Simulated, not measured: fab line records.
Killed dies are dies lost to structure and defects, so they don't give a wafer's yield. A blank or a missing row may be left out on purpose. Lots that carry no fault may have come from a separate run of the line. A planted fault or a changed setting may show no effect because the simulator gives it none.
fab line records	flow nand-harc
record: lots: 7	wafers: 21	last-day: 24
route steps=1159 shown THIN_TSV@1114 END@1159
lots that met no fault: from a run of the same line without faults
start-h: start of the lot's first displayed wafer, in hours after the record's first day	wait-h: hours since the lot's step before	" same as the row above	L1.1+2: several wafers, shown together as one row	- no value, or no start was given	* or withheld: withheld	< > ~ a bound
route shown NAME@n: NAME is a module with steps in the file, n the number in the route of the first one	usual: the fault-free wafers' mean and standard deviation	same: alike in all rows	chamber/n: place in a boat	sites: each site's reading	_std_site: the standard deviation of these	_edge_site: mean of outer sites minus mean of inner sites	radius-mm: for every site, how far away it sits from the centre of the wafer	mask NAME#n: copy n	behind: the most recent tool/chamber to have shaped the wafer	hold: why the lot was held/for how many hours/how that ended	device: the transistor (n, p or np) that didn't switch	end of line: at the end of the route, the tests of the same wafers	where a step has no rows: the recipe by itself	killed: at the first sort, the dies lost to defects and structure; wafer yield is something else	map: a wafer's dies, x killed, . not, _ none there
set.NAME: the setting that was run; set.NAME@STEP: the one run at that earlier step	model.NAME: the simulator's own value behind a step, which no gauge read
lots at some steps of the route; a table a step, a row a wafer
services: the hour from which a tool's chamber was out of use, counted from the record's first day as start-h (under 0 if before that day), plus the number of hours and why
== steps ==
step: NHARC_THIN_TSV_PEB_10
recipe: peb-temp-c: 118	peb-time-s: 85
step: NHARC_THIN_TSV_DEVELOP_11
recipe: time-s: 70
step: NHARC_THIN_TSV_CD_MEAS_12
recipe: target-cd-nm: 1000	landing-energy-ev: 500
usual: cd-nm: 999.4/1.4
lot.wafer	tool	chamber	start-h	wait-h	cd-nm
L206.1	cd-sem-02	0	433.57	-	997.0
L206.3	"	0	"	"	1000.1
L206.4	"	0	"	"	998.8
L207.3	cd-sem-02	0	453.59	-	1000.3
L207.4	"	0	"	"	998.2
L207.5	"	0	"	"	1001.0
L205.2	cd-sem-01	0	454.78	-	998.0
L205.4	"	0	"	"	996.9
L205.6	"	0	"	"	999.3
L209.1	cd-sem-01	0	459.64	-	998.8
L209.2	"	0	"	"	998.3
L209.5	"	0	"	"	999.9
L215.1	cd-sem-02	0	525.64	-	1000.2
L215.2	"	0	"	"	999.6
L215.3	"	0	"	"	1001.4
L219.1	cd-sem-03	0	539.55	-	1001.0
L219.3	"	0	"	"	999.8
L219.5	"	0	"	"	1000.6
L222.2	cd-sem-03	0	551.98	-	999.6
L222.3	"	0	"	"	1002.4
L222.5	"	0	"	"	999.1
step: NHARC_THIN_TSV_HARDBAKE_13
recipe: temp-c: 125	time-s: 80
step: NHARC_THIN_TSV_DESCUM_14
recipe: time-s: 3	o2-flow-sccm: 200	ar-flow-sccm: 0	bias-power-w: 0	chemistry: O2
step: NHARC_THIN_TSV_ETCH_44
recipe: target-depth-a: 15942	time-s: 797.1	cf4-flow-sccm: 150	o2-flow-sccm: 10	ar-flow-sccm: 0	rf-w: 300	bias-w: 800	chemistry: CF4/O2
usual: drypump-motor-current-A: 5.5/0.42	oes-product-au: 1.000/0.0079	rf-vpp-V: 793/4	showerhead-plenum-p-Torr: 1.81/0.062	throttle-valve-pct: 16.914/0.0086
lot.wafer	tool	chamber	start-h	wait-h	drypump-motor-current-A	oes-product-au	rf-hours-counter-h	rf-vpp-V	showerhead-plenum-p-Torr	throttle-valve-pct
L206.3	rie-diel-08	0	433.83	0.1	5.7	0.989	9	797	1.86	16.917
L206.4	"	1	"	"	5.3	1.005	9	787	1.74	16.903
L206.1	"	2	"	"	6.0	0.989	8	795	1.85	16.911
L207.4	rie-diel-10	2	453.89	0.1	6.4	1.002	5	798	1.89	16.910
L207.3	"	0	"	"	5.0	0.997	6	798	1.92	16.922
L207.5	"	1	"	"	5.6	0.991	-	790	1.76	16.913
L205.2	rie-diel-10	0	455.02	0.1	5.0	0.993	7	800	1.92	16.903
L205.4	"	3	"	"	5.0	0.997	6	792	1.83	16.917
L205.6	"	0	"	"	5.0	0.998	-	798	1.92	16.908
L209.2	rie-diel-08	1	459.89	0.1	5.3	0.996	11	789	1.74	16.915
L209.1	"	3	"	"	5.6	0.993	11	794	1.83	16.918
L209.5	"	1	"	"	5.3	0.994	-	789	1.74	16.914
L215.3	rie-diel-02	1	525.95	0.1	5.8	1.009	2	792	1.79	16.914
L215.1	"	2	"	"	5.3	1.010	1	787	1.70	16.913
L215.2	"	3	"	"	5.9	1.015	1	793	1.78	16.912
L219.3	rie-diel-10	2	539.79	0.1	6.4	1.006	0	798	1.89	16.929
L219.1	"	3	"	"	5.0	1.009	0	795	1.83	16.920
L219.5	"	3	"	"	5.0	1.004	-	794	1.83	16.912
L222.2	rie-diel-08	2	552.28	0.1	6.0	0.996	4	795	1.85	16.912
L222.3	"	0	"	"	5.6	0.996	4	797	1.86	16.922
L222.5	"	1	"	"	5.3	0.993	-	789	1.74	16.918
step: NHARC_THIN_TSV_ETCH_15
recipe: target-depth-a: 30000	bosch-target-overetch-cycles: 2	bosch-etch-step-s: 2.8	bosch-dep-step-s: 1.2	bosch-cycles: 14
usual: drypump-motor-current-A: 5.7/0.57	he-backside-leak-sccm: 2.61/0.22
same: bosch-etch-step-s: 2.8
lot.wafer	tool	chamber	start-h	wait-h	drypump-motor-current-A	he-backside-leak-sccm	rf-hours-counter-h
L206.3	rie-si-06	3	434.41	-	5.3	2.56	0.1
L206.1	"	1	"	"	6.7	2.20	0.1
L206.4	"	0	"	"	5.9	2.69	-
L207.3	rie-si-06	2	454.40	-	5.2	2.73	0.1
L207.4	"	1	"	"	6.6	2.23	0.3
L207.5	"	2	"	"	5.2	2.82	-
L205.4	rie-si-02	2	455.62	-	6.7	3.04	0.8
L205.2	"	3	"	"	5.1	2.94	0.8
L205.6	"	0	"	"	5.0	2.39	-
L209.2	rie-si-06	2	460.46	-	5.2	2.89	0.2
L209.1	"	1	"	"	6.7	2.42	0.4
L209.5	"	2	"	"	5.2	2.75	-
L215.1	rie-si-02	1	526.47	-	5.5	2.72	1.2
L215.2	"	3	"	"	5.1	2.93	1.5
L215.3	"	0	"	"	5.0	2.38	1.0
L219.1	rie-si-06	0	540.38	-	5.9	2.54	1.0
L219.3	"	2	"	"	5.2	2.83	0.8
L219.5	"	0	"	"	5.9	2.64	-
L222.3	rie-si-02	0	552.80	-	5.0	2.56	1.3
L222.2	"	1	"	"	5.5	2.69	1.5
L222.5	"	1	"	"	5.5	2.73	-
step: NHARC_THIN_TSV_CD_MEAS_16
usual: cd-nm: 999.2/1.4
lot.wafer	tool	chamber	start-h	wait-h	cd-nm
L206.1	cd-sem-03	-	434.58	0.1	997.1
L206.3	"	-	"	"	1000.6
L206.4	"	-	"	"	997.9
L207.3	cd-sem-01	-	454.55	0.1	1001.1
L207.4	"	-	"	"	997.5
L207.5	"	-	"	"	1000.4
L205.2	cd-sem-03	-	455.74	0.1	998.6
L205.4	"	-	"	"	997.8
L205.6	"	-	"	"	999.3
L209.1	cd-sem-03	-	460.60	0.1	998.8
L209.2	"	-	"	"	998.1
L209.5	"	-	"	"	1000.0
L215.1	cd-sem-01	-	526.61	0.1	1000.3
L215.2	"	-	"	"	999.6
L215.3	"	-	"	"	1001.2
L219.1	cd-sem-02	-	540.51	0.1	1001.1
L219.3	"	-	"	"	999.6
L219.5	"	-	"	"	1000.3
L222.2	cd-sem-02	-	552.94	0.1	999.7
L222.3	"	-	"	"	1002.2
L222.5	"	-	"	"	999.0
step: NHARC_THIN_TSV_STRIP_45
recipe: power-w: 1500	temp-c: 250	chemistry: O2
step: NHARC_THIN_TSV_STRIP_46
recipe: time-s: 1200	temp-c: 72.5	chemistry: post-etch-residue-remover
step: NHARC_THIN_TSV_DEP_47
recipe: target-thk-a: 2000	temp-c: withheld	pressure-torr: 6.5	rf-w: 900	teos-flow-sccm: 161.4	flow-sccm: 2650	target-thk-nm: 200	gas: O2	material: SiO2
usual: throttle-valve-pct: 15.9/0.41
lot.wafer	tool	chamber	start-h	wait-h	throttle-valve-pct
L206.1	pecvd-02	1	435.58	-	15.8
L206.3	"	2	"	"	16.1
L206.4	"	1	"	"	15.7
L207.3	pecvd-03	1	455.54	-	15.6
L207.4	"	0	"	"	16.0
L207.5	"	2	"	"	15.6
L205.2	pecvd-03	0	456.61	-	15.7
L205.6	"	0	"	"	15.9
L205.4	"	1	"	"	15.9
L209.1	pecvd-03	1	462.04	-	15.9
L209.2	"	2	"	"	15.6
L209.5	"	0	"	"	15.7
L215.3	pecvd-03	0	527.50	-	16.0
L215.1	"	1	"	"	15.7
L215.2	"	2	"	"	15.2
L219.1	pecvd-03	0	541.68	-	16.0
L219.3	"	1	"	"	16.0
L219.5	"	1	"	"	15.7
L222.2	pecvd-03	2	553.81	-	15.7
L222.3	"	0	"	"	15.7
L222.5	"	1	"	"	15.8
step: NHARC_THIN_TSV_ETCHBACK_48
recipe: target-depth-a: 10285	over-etch-frac: 0.3	time-s: 405.17	ion-energy-ev: 250	c4f8-flow-sccm: withheld	ar-flow-sccm: withheld	rf-w: 600	bias-w: 300	chemistry: C4F8/Ar
usual: oes-product-au: 0.95/0.032	rf-vpp-V: 545.8/2.7
lot.wafer	tool	chamber	start-h	wait-h	oes-product-au	rf-hours-counter-h	rf-vpp-V
L206.1	rie-diel-08	1	435.93	-	0.92	9	543.4
L206.4	"	2	"	"	0.93	9	548.2
L206.3	"	0	"	"	0.93	10	547.2
L207.3	rie-diel-10	2	455.89	-	0.93	6	547.3
L207.4	"	1	"	"	0.92	7	544.1
L207.5	"	2	"	"	0.92	-	550.4
L205.2	rie-diel-08	3	457.08	-	0.99	11	546.3
L205.4	"	0	"	"	0.98	11	547.4
L205.6	"	2	"	"	0.99	-	549.1
L209.1	rie-diel-02	3	462.39	-	0.93	15	544.3
L209.2	"	2	"	"	0.93	16	542.3
L209.5	"	0	"	"	0.93	-	544.0
L215.3	rie-diel-10	3	527.94	-	0.93	10	548.3
L215.2	"	0	"	"	0.94	11	550.4
L215.1	"	1	"	"	0.93	11	543.5
L219.1	rie-diel-02	2	542.11	-	0.99	4	541.9
L219.3	"	3	"	"	1.01	3	544.6
L219.5	"	2	"	"	0.99	-	541.6
L222.3	rie-diel-08	1	554.21	-	0.93	5	542.6
L222.2	"	3	"	"	0.93	4	546.6
L222.5	"	2	"	"	0.93	-	546.9
step: NHARC_THIN_TSV_STRIP_62
recipe: power-w: 1500	temp-c: 250	time-s: 20	chemistry: N2/H2
usual: drypump-motor-current-A: 6.1/0.34	heater-power-w: 312/16
lot.wafer	tool	chamber	start-h	wait-h	drypump-motor-current-A	heater-power-w	rf-hours-counter-h
L206.1	plasma-asher-02	1	436.32	-	6.6	298	22
L206.4	"	0	"	"	6.0	304	-
L206.3	"	1	"	"	6.6	294	-
L207.4	plasma-asher-02	1	456.29	-	-	-	-
L207.3	"	0	"	"	-	-	-
L207.5	"	0	"	"	-	-	-
L205.2	plasma-asher-02	0	457.39	-	-	-	-
L205.4	"	0	"	"	-	-	-
L205.6	"	1	"	"	-	-	-
L209.2	plasma-asher-02	1	462.76	-	-	-	-
L209.1	"	0	"	"	-	-	-
L209.5	"	1	"	"	-	-	-
L215.2	plasma-asher-02	1	528.27	-	6.6	315	55
L215.1	"	0	"	"	5.9	300	55
L215.3	"	0	"	"	6.0	305	-
L219.1	plasma-asher-01	1	543.45	-	5.8	317	28
L219.3	"	1	"	"	5.9	316	-
L219.5	"	1	"	"	5.8	326	-
L222.2	plasma-asher-01	0	554.57	-	5.8	335	33
L222.3	"	1	"	"	5.9	321	-
L222.5	"	0	"	"	5.8	339	-
step: NHARC_THIN_TSV_DEGAS_49
recipe: temp-c: 300	time-s: 120
usual: heater-power-w: 474/68
lot.wafer	tool	chamber	start-h	wait-h	heater-power-w
L206.4	pvd-sputter-02	-	436.47	0.1	576
L206.3	"	-	"	"	450
L206.1	"	-	"	"	422
L207.4	pvd-sputter-02	-	456.42	0.1	590
L207.3	"	-	"	"	438
L207.5	"	-	"	"	497
L205.4	pvd-sputter-02	-	457.55	0.1	430
L205.2	"	-	"	"	491
L205.6	"	-	"	"	436
L209.2	pvd-sputter-01	-	462.96	0.2	555
L209.1	"	-	"	"	478
L209.5	"	-	"	"	423
L215.2	pvd-sputter-02	-	528.44	0.1	436
L215.1	"	-	"	"	567
L215.3	"	-	"	"	434
L219.1	pvd-sputter-01	-	543.59	0.1	407
L219.3	"	-	"	"	357
L219.5	"	-	"	"	407
L222.3	pvd-sputter-01	-	554.77	0.1	481
L222.2	"	-	"	"	401
L222.5	"	-	"	"	535
step: NHARC_END_SORT_01
recipe: temp-c: 25
usual: defect-limited-yield: 95.7/1.5	killed-at-array: 25/9.8	killed-at-other: 0.8/1.1	killed-at-periphery: 3.3/2.1	killed-dies: 29/10	killed-open: 3.3/1.8	killed-short: 1.9/1.4	sort_bin_2_pct: 1.3/0.6	sort_bin_3_pct: 0.25/0.23	sort_bin_4_pct: 2.8/0.97	sort-n-pass: 648/10	sort-rim-yield-pct: 95/3.2	sort-yield-pct: 95.7/1.5
same: gross-dies: 677	sort_bin_5_pct[%]: 0	sort_bin_6_pct[%]: 0	sort_bin_7_pct[%]: 0	sort_bin_8_pct[%]: 0	sort-rim-n-gross: 106.00
lot.wafer	tool	chamber	start-h	wait-h	defect-limited-yield[%]	killed-at-array	killed-at-other	killed-at-periphery	killed-dies	killed-open	killed-short	sort_bin_2_pct[%]	sort_bin_3_pct[%]	sort_bin_4_pct[%]	sort-n-pass	sort-rim-yield-pct[%]	sort-yield-pct[%]
L207.3	prober-01	0	477.32	3.1	0	30	640	7	677	12	2	95.6	0	4.4	0	0	0
L207.4	prober-01	0	478.13	3.4	0	23	647	7	677	12	3	95.6	0	4.4	0	0	0
L207.5	prober-01	0	478.93	3.7	0	28	648	1	677	14	1	95.3	0.44	4.3	0	0	0
L205.2	prober-02	0	481.10	2.8	0	6	665	6	677	9	3	98.1	0.15	1.8	0	0	0
L205.4	prober-02	0	482.72	3.4	0	9	663	5	677	4	3	98.2	0.15	1.6	0	0	0
L205.6	prober-02	0	484.35	4.1	0	15	662	0	677	11	1	97.3	0.30	2.4	0	0	0
L209.1	prober-01	0	483.54	2.5	0	25	649	3	677	8	5	96.3	0	3.7	0	0	0
L209.2	prober-01	0	484.33	2.8	0	16	658	3	677	7	4	96.8	0.15	3.1	0	0	0
L209.5	prober-01	0	486.72	3.7	0	10	664	3	677	9	6	97.6	0	2.4	0	0	0
killed by level:class
L207.3 THIN_TSV:area-cmp=631 A_CHANNEL_HOLE_D1:chamber-film-flake=14 THIN_TSV:geometric-particle:open=7 A_CONTACT:chamber-film-flake=4 A_CONTACT:geometric-particle:open=3 A_STAIRCASE:chamber-film-flake=3 P_ZERO_WELL:chamber-film-flake=2 A_ZERO_WELL:chamber-film-flake=2
L207.4 THIN_TSV:area-cmp=638 A_CHANNEL_HOLE_D1:chamber-film-flake=11 THIN_TSV:geometric-particle:open=6 A_ONON_D1:geometric-particle:open=2 A_BLC:geometric-particle:open=2 THIN_TSV:geometric-particle:short=2 P_ZERO_WELL:chamber-film-flake=2 P_M1:chamber-film-flake=2
L207.5 THIN_TSV:area-cmp=636 THIN_TSV:geometric-particle:open=10 A_CHANNEL_HOLE_D1:chamber-film-flake=10 A_STAIRCASE:chamber-film-flake=6 A_CONTACT:chamber-film-flake=5 A_WL_FILL:geometric-particle:open=2 P_CONTACT:geometric-particle:open=1 A_CHANNEL_FILL_D1:geometric-particle:open=1
L205.2 THIN_TSV:area-cmp=655 THIN_TSV:geometric-particle:open=7 P_ZERO_WELL:chamber-film-flake=4 THIN_TSV:geometric-particle:short=2 P_M1:geometric-particle:open=1 A_CHANNEL_FILL_D1:geometric-particle:short=1 A_M0:geometric-particle:open=1 P_GATE:chamber-film-flake=1
L205.4 THIN_TSV:area-cmp=660 A_STAIRCASE:chamber-film-flake=3 A_CONTACT:chamber-film-flake=3 P_M0:geometric-particle:open=2 THIN_TSV:geometric-particle:open=2 P_ZERO_WELL:chamber-film-flake=2 A_CHANNEL_HOLE_D1:chamber-film-flake=2 P_M1:geometric-particle:short=1
L209.1 THIN_TSV:area-cmp=643 A_CHANNEL_HOLE_D1:chamber-film-flake=11 THIN_TSV:geometric-particle:open=5 A_STAIRCASE:chamber-film-flake=4 A_WL_FILL:geometric-particle:short=2 P_STI:chamber-film-flake=2 A_CHANNEL_FILL_D1:geometric-particle:open=1 A_CONTACT:geometric-particle:open=1
L209.2 THIN_TSV:area-cmp=649 THIN_TSV:geometric-particle:open=6 A_CHANNEL_HOLE_D1:chamber-film-flake=5 A_CONTACT:chamber-film-flake=4 A_STAIRCASE:chamber-film-flake=3 THIN_TSV:geometric-particle:short=2 P_M0:geometric-particle:short=1 A_ONON_D1:geometric-particle:open=1
L205.6 THIN_TSV:area-cmp=652 THIN_TSV:geometric-particle:open=9 A_SLIT:chamber-film-flake=4 A_CONTACT:chamber-film-flake=3 A_BONDPAD:chamber-film-flake=3 A_SOURCE_PLATE:geometric-particle:short=1 A_CONTACT:geometric-particle:open=1 A_BLC:geometric-particle:open=1
L209.5 THIN_TSV:area-cmp=654 THIN_TSV:geometric-particle:open=6 THIN_TSV:geometric-particle:short=4 A_CHANNEL_HOLE_D1:chamber-film-flake=3 P_ZERO_WELL:chamber-film-flake=2 A_SLIT:geometric-particle:short=1 A_WL_FILL:geometric-particle:open=1 A_CONTACT:geometric-particle:open=1
map L205.2 (x killed, . not)
____________x____________
_________xxxxxxx_________
_______xxxxxxxxxxx_______
______xxxxxxxxxxxxx______
_____xxxxxxxxxxxxxxx_____
____xxxxxxxxxxxxxxxxx____
____xxxxxxxxxxxxxxxxx____
___xxxxxxxxxxxxxxxxxxx___
___xxxxxxxxxxxxxxxxxxx___
__xxxxxxxxxxxxxxxxxxxxx__
__xxxxxxxxxxxxxxxxxxxxx__
_xxxxxxxxxxxxxxxxxxxxxxx_
_xxxxxxxxxxxxxxxxxxxxxxx_
_xxxxxxxxxxxxxxxxxxxxxxx_
_xxxxxxxxxxxxxxxxxxxxxxx_
_xxxxxxxxxxxxxxxxxxxxxxx_
xxxxxxxxxxxxxxxxxxxxxxxxx
xxxxxxxxxxxxxxxxxxxxxxxxx
xxxxxxxxxxxxxxxxxxxxxxxxx
xxxxxxxxxxxxxxxxxxxxxxxxx
xxxxxxxxxxxxxxxxxxxxxxxxx
_xxxxxxxxxxxxxxxxxxxxxxx_
_xxxxxxxxxxxxxxxxxxxxxxx_
_xxxxxxxxxxxxxxxxxxxxxxx_
_xxxxxxxxxxxxxxxxxxxxxxx_
_xxxxxxxxxxxxxxxxxxxxxxx_
__xxxxxxxxxxxxxxxxxxxxx__
__xxxxxxxxxxxxxxxxxxxxx__
___xxxxxxxxxxxxxxxxxxx___
___xxxxxxxxxxxxxxxxxxx___
____xxxxxxxxxxxxxxxxx____
____xxxxxxxxxxxxxxxxx____
_____xxxxxxxxxxxxxxx_____
______xxxxxxxxxxxxx______
_______xxxxxxxxxxx_______
_________xxxxxxx_________
____________x____________
map L207.3 (x killed, . not)
____________x____________
_________xxxxxxx_________
_______xxxxxxxxxxx_______
______xxxxxxxxxxxxx______
_____xxxxxxxxxxxxxxx_____
____xxxxxxxxxxxxxxxxx____
____xxxxxxxxxxxxxxxxx____
___xxxxxxxxxxxxxxxxxxx___
___xxxxxxxxxxxxxxxxxxx___
__xxxxxxxxxxxxxxxxxxxxx__
__xxxxxxxxxxxxxxxxxxxxx__
_xxxxxxxxxxxxxxxxxxxxxxx_
_xxxxxxxxxxxxxxxxxxxxxxx_
_xxxxxxxxxxxxxxxxxxxxxxx_
_xxxxxxxxxxxxxxxxxxxxxxx_
_xxxxxxxxxxxxxxxxxxxxxxx_
xxxxxxxxxxxxxxxxxxxxxxxxx
xxxxxxxxxxxxxxxxxxxxxxxxx
xxxxxxxxxxxxxxxxxxxxxxxxx
xxxxxxxxxxxxxxxxxxxxxxxxx
xxxxxxxxxxxxxxxxxxxxxxxxx
_xxxxxxxxxxxxxxxxxxxxxxx_
_xxxxxxxxxxxxxxxxxxxxxxx_
_xxxxxxxxxxxxxxxxxxxxxxx_
_xxxxxxxxxxxxxxxxxxxxxxx_
_xxxxxxxxxxxxxxxxxxxxxxx_
__xxxxxxxxxxxxxxxxxxxxx__
__xxxxxxxxxxxxxxxxxxxxx__
___xxxxxxxxxxxxxxxxxxx___
___xxxxxxxxxxxxxxxxxxx___
____xxxxxxxxxxxxxxxxx____
____xxxxxxxxxxxxxxxxx____
_____xxxxxxxxxxxxxxx_____
______xxxxxxxxxxxxx______
_______xxxxxxxxxxx_______
_________xxxxxxx_________
____________x____________
== services ==
tool	chamber	start-h	hours	kind
rie-diel-02	1	416.22	11.6	repair
rie-diel-10	2	419.80	8.7	repair
rie-si-06	-	420.16	9.0	pm
pvd-sputter-01	-	423.68	14.6	repair
rie-si-06	2	431.82	11.7	repair
rie-si-02	3	447.82	6.6	repair
rie-diel-02	3	451.06	3.0	repair
pvd-sputter-01	-	452.56	1.1	repair
plasma-asher-01	-	453.00	9.0	pm
rie-diel-02	1	456.85	2.5	repair
pecvd-03	-	473.00	13.0	pm
rie-diel-08	-	478.82	9.0	pm
plasma-asher-01	-	484.49	3.4	repair
rie-diel-02	0	492.53	2.7	repair
rie-diel-02	1	495.84	4.4	repair
rie-diel-02	-	504.86	9.0	pm
pecvd-02	-	515.37	13.0	pm
pvd-sputter-01	-	518.03	10.0	pm
rie-diel-10	-	530.53	9.0	pm
rie-si-02	1	531.17	8.3	repair
plasma-asher-02	-	537.55	9.0	pm
rie-si-02	0	541.83	3.7	repair
rie-diel-02	0	542.04	8.0	repair
rie-diel-02	2	550.23	3.1	repair
== key ==
first-sign: step: NHARC_THIN_TSV_STRIP_62	reading: tool-record	direction: missing
effect: step: NHARC_END_SORT_01	reading: killed-at-other	direction: up	sigmas: 99+	usual: 0.8	struck: 655.1
met-at NHARC_THIN_TSV_STRIP_62
struck-wafers L205.2,L205.4,L205.6,L207.3,L207.4,L207.5,L209.1,L209.2,L209.5
later-rows-left-out L205.2,L205.4,L205.6,L207.3,L207.4,L207.5,L209.1,L209.2,L209.5
onset-between 436.32 456.29
earlier-fault: kind: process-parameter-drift	tool: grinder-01	chamber: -	onset-h: 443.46	steps: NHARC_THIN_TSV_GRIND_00	channel: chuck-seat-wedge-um	offset: 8	shape: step
fault: kind: skipped-step-whole	tool: plasma-asher-02	chamber: -	onset-h: 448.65	steps: NHARC_THIN_TSV_STRIP_62	scope: struck-lots-only
later-rows-left-out: the simulator's readings of these wafers behind a module that went badly wrong aren't trusted and aren't shown, but for the sort
